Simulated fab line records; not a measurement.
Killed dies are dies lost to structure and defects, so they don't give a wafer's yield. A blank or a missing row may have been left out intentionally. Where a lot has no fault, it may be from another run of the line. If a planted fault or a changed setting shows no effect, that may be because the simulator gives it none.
Matching of chambers    flow nand-harc    NHARC_A_ZERO_WELL_ETCH_19 on rie-diel-11 has 4 sister chambers
The step etches the open film in N2/H2, target depth 80 nm, overetch 24 nm, time 87.88 s. 7 wafers are shown with their chamber, then 8 later ones without.

WAFERS WITH THEIR CHAMBER
wafer   chamber  rf-vpp-V (V)  oes-product-au (a.u.)
L492.6  3        434           1.012
L497.5  2        436           1.002
L498.1  1        428           1.011
L500.1  2        433           1.015
L500.4  1        428           1.002
L500.6  0        427           0.987
L501.1  0        427           0.987

WAFERS MISSING THEIR CHAMBER
wafer   rf-vpp-V (V)  oes-product-au (a.u.)
L501.2  433           0.994
L501.6  433           1.001
L502.1  434           1.003
L502.2  428           1.016
L502.6  433           1.016
L513.4  426           0.981
L513.5  429           1.010
L513.6  425           0.993

WHICH CHAMBER EACH ONE RAN IN
wafer   from the rows above           in truth
L501.2  can't be placed: 2 or 3 or 1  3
L501.6  can't be placed: 2 or 3       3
L502.1  can't be placed: 2 or 3       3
L502.2  1                             1
L502.6  can't be placed: 3 or 2       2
L513.4  0                             0
L513.5  1                             1
L513.6  can't be placed: 0 or 1       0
Correctly placed: 3 of 8. These rows do not allow placing 5 (true chamber among the candidates in 5). Wrongly placed: 0.
How it was worked out, from the rows above alone: a wafer's distance from a chamber is the root of the sum, over the readings, of the square of ((its reading less the chamber's mean) divided by the reading's scatter). If the next closest chamber is less than 2 further off than the closest, the wafer can't be placed; otherwise it belongs to the closest. For every chamber, the mean is computed from those of its wafers that are shown. The scatter is the square root of a quotient: the sum, over the shown wafers, of each reading's squared deviation from its chamber's mean, divided by wafers minus chambers.
